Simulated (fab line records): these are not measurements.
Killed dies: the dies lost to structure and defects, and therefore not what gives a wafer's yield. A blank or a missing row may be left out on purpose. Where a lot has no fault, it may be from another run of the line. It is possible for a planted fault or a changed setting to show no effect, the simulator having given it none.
Split-lot trial + flow n5-finfet + 21 wafers read from 7 lots, route of 1938 steps

THE SPLIT ITSELF
At N5_HKMG_FIN_EXPOSE_46 (exposes mask NDIPOLE), the setting dose-mj was moved away from the recipe's 40 on 11 of the 21 wafers read, by -6.2% to +6.7%. All remaining wafers had this setting at the recipe value.

FROM THE SPLIT TO THE READING: what the file shows between them, 2 steps
- N5_HKMG_FIN_PEB_47: peb time 60 s
- N5_HKMG_FIN_DEVELOP_48: develop time 30 s

THE READING
cd-nm, in nm, at N5_HKMG_FIN_CD_MEAS_49 (target cd 202 nm). Typical for fault-free wafers on this fab line: 201.9 nm, with standard deviation 0.58 nm.

| wafer  | tool, chamber at the split | dose-mj as run | against the recipe | cd-nm, nm | against lot-mates on the recipe |
|--------|----------------------------|----------------|--------------------|-----------|---------------------------------|
| L078.1 | arfi-scanner-03, 0         | 40             | recipe             | 203.5     | -                               |
| L078.3 | arfi-scanner-03, 0         | 41.8           | +4.5%              | 204.7     | +1.2                            |
| L078.6 | arfi-scanner-03, 0         | 41.8           | +4.5%              | 205.6     | +2.1                            |
| L079.1 | arfi-scanner-02, 0         | 42.21          | +5.5%              | 204.5     | +3.5                            |
| L079.3 | arfi-scanner-02, 0         | 40             | recipe             | 201.0     | -                               |
| L079.6 | arfi-scanner-02, 0         | 42.21          | +5.5%              | 203.9     | +2.9                            |
| L081.3 | arfi-scanner-02, 0         | 40             | recipe             | 201.4     | -                               |
| L081.5 | arfi-scanner-02, 0         | 40             | recipe             | 202.0     | -                               |
| L081.6 | arfi-scanner-02, 0         | 40             | recipe             | 202.1     | -                               |
| L088.1 | arfi-scanner-03, 0         | 40             | recipe             | 202.6     | -                               |
| L088.3 | arfi-scanner-03, 0         | 40             | recipe             | 202.7     | -                               |
| L088.4 | arfi-scanner-03, 0         | 40             | recipe             | 202.3     | -                               |
| L090.2 | arfi-scanner-03, 0         | 41.86          | +4.6%              | 205.5     | no lot-mate on the recipe       |
| L090.4 | arfi-scanner-03, 0         | 41.86          | +4.6%              | 204.5     | no lot-mate on the recipe       |
| L090.5 | arfi-scanner-03, 0         | 41.86          | +4.6%              | 205.4     | no lot-mate on the recipe       |
| L092.1 | arfi-scanner-02, 0         | 42.68          | +6.7%              | 206.9     | +5.3                            |
| L092.3 | arfi-scanner-02, 0         | 42.68          | +6.7%              | 206.0     | +4.4                            |
| L092.5 | arfi-scanner-02, 0         | 40             | recipe             | 201.6     | -                               |
| L095.1 | arfi-scanner-02, 0         | 40             | recipe             | 202.4     | -                               |
| L095.3 | arfi-scanner-02, 0         | 37.54          | -6.2%              | 198.5     | -3.9                            |
| L095.6 | arfi-scanner-02, 0         | 37.54          | -6.2%              | 199.3     | -3.1                            |

FIT RESULTS
A straight line over all 21 wafers: cd-nm changes by +0.561 nm for each +1% of dose-mj; r = +0.95; the points scatter about the line by 0.73 nm.
The same after taking each lot's own level away (the mean of its wafers on the recipe; 18 wafers): +0.593 nm for each +1%; r = +0.97; scatter 0.58 nm.
Per that fit: largest dose-mj move, reading shift of 4 nm.
The lots' own levels span 201.00 to 203.50 nm, that is 4.3 times the standard deviation above.
The two slopes agree, so the slope changes little with the lot-to-lot level.
Check: for one of the wafers moved furthest among these (+6.7%), held out of the fit, the line's prediction against its lot-mates is +3.67 nm. Against them it came out at +5.3 nm.

OTHER SPLITS ON THESE WAFERS
Note: prior to the reading, these wafers also went through further splits. Each is held against what the fit with the lots' levels taken away leaves over:
| other split on the same wafers | wafers away from the commonest value | r with cd-nm (lot level and that fit taken away) |
|--------------------------------|--------------------------------------|--------------------------------------------------|
| N5_SDB_COAT_03 spin-rpm        | 4                                    | +0.52                                            |

THE WHOLE CHAIN: every reading that the file lists as answering this split, in the file's order
| step                   | what it does                                           | reading                                                                | change (the file's fit)               | r (the file's) |
|------------------------|--------------------------------------------------------|------------------------------------------------------------------------|---------------------------------------|----------------|
| N5_HKMG_FIN_CD_MEAS_49 | target cd 202 nm                                       | cd-nm                                                                  | +0.588 nm for each +1% of the setting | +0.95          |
| N5_HKMG_FIN_ETCH_54    | etches SiARC in CF4, target depth 45.5 nm, time 75.8 s | HKMG_FIN.cd-offset-nm (the simulator's own value, which no gauge read) | +0.581 nm for each +1% of the setting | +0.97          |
| N5_HKMG_FIN_ETCH_55    | etches SOC in N2/H2, target depth 240 nm, time 300 s   | HKMG_FIN.cd-offset-nm (the simulator's own value, which no gauge read) | +0.604 nm for each +1% of the setting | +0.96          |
| N5_HKMG_FIN_ETCH_58    | etches SOC in N2/H2, target depth 215.8 nm, time 741 s | HKMG_FIN.cd-offset-nm (the simulator's own value, which no gauge read) | +0.557 nm for each +1% of the setting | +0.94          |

FILE'S OWN FIT
cd-nm changes by +0.588 nm for each +1% of dose-mj, r = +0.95.
